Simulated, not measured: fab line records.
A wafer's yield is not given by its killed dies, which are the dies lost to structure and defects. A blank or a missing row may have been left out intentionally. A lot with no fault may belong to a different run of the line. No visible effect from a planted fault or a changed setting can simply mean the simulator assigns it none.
Which tool was responsible? + flow nand-harc + 12 lots, 36 wafers sampled, at 3 steps of a route of 1302

## WHAT THE GAUGES SHOWED, per wafer
NHARC_A_CONTACT_OVL_MEAS_70.
| lot  | measured     | on         | overlay-x-nm (nm) |
|------|--------------|------------|-------------------|
| L076 | day 22 09:09 | overlay-01 | -1.8 -1.4 -1.2    |
| L078 | day 22 18:20 | overlay-02 | -0.4 -1.1 -1.5    |
| L079 | day 23 04:07 | overlay-02 | 0.5 0.7 0.8       |
| L080 | day 24 00:40 | overlay-01 | 1.2 0.8 1.4       |
| L082 | day 25 04:07 | overlay-01 | 0.0 0.2 0.1       |
| L084 | day 25 21:44 | overlay-02 | 0.1 -0.7 -0.3     |
| L086 | day 27 04:34 | overlay-02 | 0.0 0.6 0.7       |
| L091 | day 28 01:58 | overlay-01 | 0.1 0.2 0.7       |
| L089 | day 28 05:05 | overlay-02 | 0.5 0.5 0.5       |
| L093 | day 30 02:08 | overlay-02 | 1.8 2.2 2.8       |
| L094 | day 30 08:19 | overlay-02 | 0.0 0.2 0.7       |
| L097 | day 32 02:45 | overlay-02 | 1.4 1.4 1.6       |

## TOOL THAT RAN EACH LOT (tool first, then ch and the chambers of the sampled wafers, then the start)
| lot  | NHARC_A_CONTACT_ETCH_96                       | NHARC_A_CONTACT_DEP_58          |
|------|-----------------------------------------------|---------------------------------|
| L076 | rie-diel-05 ch 0,2, day 22 08:20 or earlier   | pecvd-03 ch 0,1,2, day 22 08:20 |
| L078 | rie-diel-05 ch 1,2, day 22 17:33 or earlier   | pecvd-03 ch 0,1, day 22 17:33   |
| L079 | rie-diel-01 ch 0,1,2, day 23 03:20 or earlier | pecvd-04 ch 1,2, day 23 03:20   |
| L080 | rie-diel-01 ch 0,1,2, day 23 23:51 or earlier | pecvd-04 ch 1,2, day 23 23:51   |
| L082 | rie-diel-05 ch 0,1, day 25 03:19 or earlier   | pecvd-03 ch 1,2, day 25 03:19   |
| L084 | rie-diel-08 ch 0,2,3, day 25 20:59 or earlier | pecvd-04 ch 1,2, day 25 20:59   |
| L086 | rie-diel-08 ch 0,1,2, day 27 03:55 or earlier | pecvd-01 ch 0,2, day 27 03:55   |
| L091 | rie-diel-05 ch 0,2, day 28 01:11 or earlier   | pecvd-04 ch 0,2, day 28 01:11   |
| L089 | rie-diel-08 ch 0,1, day 28 04:16 or earlier   | pecvd-01 ch 0,1,2, day 28 04:16 |
| L093 | rie-diel-01 ch 0,1,3, day 30 01:23 or earlier | pecvd-03 ch 1,2, day 30 01:23   |
| L094 | rie-diel-05 ch 0,2, day 30 07:33 or earlier   | pecvd-04 ch 1,2, day 30 07:33   |
| L097 | rie-diel-05 ch 1,2,3, day 32 01:56 or earlier | pecvd-03 ch 0,1,2, day 32 01:56 |
- NHARC_A_CONTACT_ETCH_96: etches the open film in C4F6/O2, target depth 20 nm, time 10 s.
- NHARC_A_CONTACT_DEP_58: deposits SiON, target thk 90 nm.

## THE ANSWER, worked out from the rows above alone
Rule: what is usual is taken from the lots themselves. The widest of any qualifying gaps counts: lots, ordered by their means at a reading, are off when they make up no more than a third of the lots, leave a main group of 4 or more, and stand apart from it by 3 or more times the standard deviation of that group's means. The tables above print the reading to a certain number of digits; a main group whose means all agree to those digits is not used. A lot without any number at a reading at which 4 lots or more have one is off too. Where the step has rows for the other lots, those lots are counted as sound.
Across all readings shown, no lot is off: no conclusion can be drawn from this.

## WHAT HAD BEEN PUT IN BY THE SIMULATOR
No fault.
